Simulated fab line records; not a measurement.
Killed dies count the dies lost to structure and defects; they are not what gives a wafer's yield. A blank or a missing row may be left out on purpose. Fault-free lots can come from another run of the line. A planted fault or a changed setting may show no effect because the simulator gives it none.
Struck lot and sound lot, side by side + flow n5-finfet + 26 out of 1938 route steps
Sound: these wafers, L265.1, L265.3, L265.6. Wafers struck: L269.2, L269.4, L269.5. Last of all comes the cause.
Each step with rows lists, per side, the tool, then ch with its chambers, then its first start. Under that, the readings that differ: sound wafers + struck wafers + difference of the means + sigmas: that difference in standard deviations of wafers without a fault.
alike: readings whose means differ by less than 2 such deviations, and words and numbers that are the same on both sides. not compared: withheld readings, readings that some wafer has no value for, bounds like >300 that may hide the same value, and numbers for which the record gives no deviation and whose values overlap.
Wherever a step has rows on one side only, a row that says differs or no value, or a row with sigmas, the two part there. Numbers that don't overlap but have no deviation are shown without sigmas and don't part them. Lack of a reading on every wafer of one side parts them only where that side has two or more wafers.

first, 4 steps without rows for these wafers: N5_ZERO_LAYER_EXPOSE_08 (exposes mask ZERO, defocus 0 nm, target cd 2000 nm); N5_ZERO_LAYER_PEB_09; N5_ZERO_LAYER_DEVELOP_10 (develop time 60 s); N5_ZERO_LAYER_HARDBAKE_23 (time 120 s).
N5_ZERO_LAYER_CD_MEAS_11 targets a cd of 2000 nm.
  sound on cd-sem-01 ch 0, day 4 18:38; struck on cd-sem-02 ch 0, day 5 18:38
  alike: cd-nm
N5_ZERO_LAYER_DESCUM_16: chemistry O2, time 7.9 s.
  sound on rie-diel-04 ch 0,3, day 4 18:41; struck on rie-diel-03 ch 0,2,3, day 5 18:42
  alike: drypump-motor-current-A, oes-product-au, rf-fwd-power-W, rf-vpp-V, showerhead-plenum-p-Torr, throttle-valve-pct
  not compared: rf-hours-counter-h
N5_ZERO_LAYER_ETCH_17: etches SiO2 in CF4, target depth 12 nm, time 13.3 s.
  sound on rie-diel-04 ch 0,3, day 4 18:43; struck on rie-diel-03 ch 0,2,3, day 5 18:44
  alike: drypump-motor-current-A, oes-product-au, rf-fwd-power-W, rf-vpp-V, showerhead-plenum-p-Torr, throttle-valve-pct
  not compared: rf-hours-counter-h
N5_ZERO_LAYER_ETCH_18: etches Si in HBr/Cl2, target depth 120 nm, time 40 s.
  sound on rie-si-01 ch 0,1,2, day 4 18:47; struck on rie-si-06 ch 0,1,2, day 5 18:49
  alike: HBr_flow_sccm, drypump-motor-current-A, oes-product-au, rf-fwd-power-W, throttle-valve-pct
  not compared: rf-hours-counter-h
N5_ZERO_LAYER_STRIP_24: strips in O2.
  sound on plasma-asher-02 ch 0,1, day 4 18:54; struck on plasma-asher-02 ch 0,1, day 5 18:55
  alike: drypump-motor-current-A, heater-power-w, oes-product-au, strip-time-to-endpoint-s
  not compared: rf-hours-counter-h
then, 1 step without rows for these wafers: N5_ZERO_LAYER_STRIP_19 (strips in SPM, time 900 s).
N5_ZERO_LAYER_INSPECT_20: inspects for defects (darkfield).
  sound: defect-inspect-01 at day 4 19:17; struck: defect-inspect-02 at day 5 19:17
  alike: raw-defect-count
then, 1 step without rows for these wafers: N5_WELL_APT_HMDS_01 (time 60 s).
N5_WELL_APT_COAT_02: resist thk 950 nm.
  sound on litho-track-05 ch 0, day 4 19:19; struck on litho-track-05 ch 0, day 5 19:19
| reading                                    | sound                | struck               | difference | sigmas |
|--------------------------------------------|----------------------|----------------------|------------|--------|
| spin-speed-rpm (rpm)                       | 1356.6 1358.4 1356.6 | 1322.8 1323.2 1324.1 | -33.8      | -36    |
| model.coat_of_WELL_APT_COAT_02.thk-nm (nm) | 953.5 949 950.3      | 960.7 961.8 964.2    | +11.3      |        |
then, 6 steps without rows for these wafers: N5_WELL_APT_EBR_04; N5_WELL_APT_SOFTBAKE_03 (time 60 s); N5_WELL_APT_EXPOSE_05 (exposes mask NWELL, defocus 0 nm, target cd 200 nm); N5_WELL_APT_PEB_06 (peb time 90 s); N5_WELL_APT_DEVELOP_07 (develop time 45 s); N5_WELL_APT_HARDBAKE_12 (time 120 s).
N5_WELL_APT_CD_MEAS_08 targets a cd of 200 nm.
  sound on cd-sem-01 ch 0, day 4 19:35; struck on cd-sem-02 ch 0, day 5 19:43
  alike: cd-nm
N5_WELL_APT_OVL_MEAS_09:
  sound on overlay-01 ch 0, day 4 19:38; struck on overlay-02 ch 0, day 5 19:44
  alike: NWELL_OVL
N5_WELL_APT_INSPECT_10: inspects for defects (macro).
  sound: defect-inspect-01 at day 4 19:40; struck: defect-inspect-02 at day 5 19:46
  alike: raw-defect-count
N5_WELL_APT_DESCUM_13: chemistry O2, time 7.9 s.
  sound on rie-diel-05 ch 1,3, day 4 19:41; struck on rie-diel-05 ch 0,1, day 5 19:52
| reading                                    | sound             | struck          | difference | sigmas |
|--------------------------------------------|-------------------|-----------------|------------|--------|
| model.coat_of_WELL_APT_COAT_02.thk-nm (nm) | 935.4 930.9 932.3 | 942.5 943.6 946 | +11.2      |        |
  alike: drypump-motor-current-A, oes-product-au, rf-fwd-power-W, rf-vpp-V, showerhead-plenum-p-Torr, throttle-valve-pct
  not compared: rf-hours-counter-h
after that, 1 step had no rows for these wafers: N5_WELL_APT_IMPLANT_14.
-- a jump in the record: the struck wafers' starts before and after are 7 days apart (it breaks off in module WELL_APT and resumes in module BEOL_M4, where the first step shown is number 1111 of the route) --
N5_BEOL_M4_RC_MEAS_101:
  sound on prober-02 ch 0, day 11 23:03; struck on prober-01 ch 0, day 12 08:52
  alike: DIBL_N, DIBL_P, IOFF_N, IOFF_P, ION_N, ION_P, SS_N, SS_P, VT_N, VT_P
N5_PASSIVATION_PROBE_49:
  sound wafers here have rows in the record (prober-02, day 16 05:56); struck ones have none

## WHERE THEY PART
At N5_WELL_APT_COAT_02 first; at N5_PASSIVATION_PROBE_49 last (within this record only).

WHY: what the simulator had put in
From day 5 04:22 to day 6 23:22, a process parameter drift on litho-track-05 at N5_WELL_APT_COAT_02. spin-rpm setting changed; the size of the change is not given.
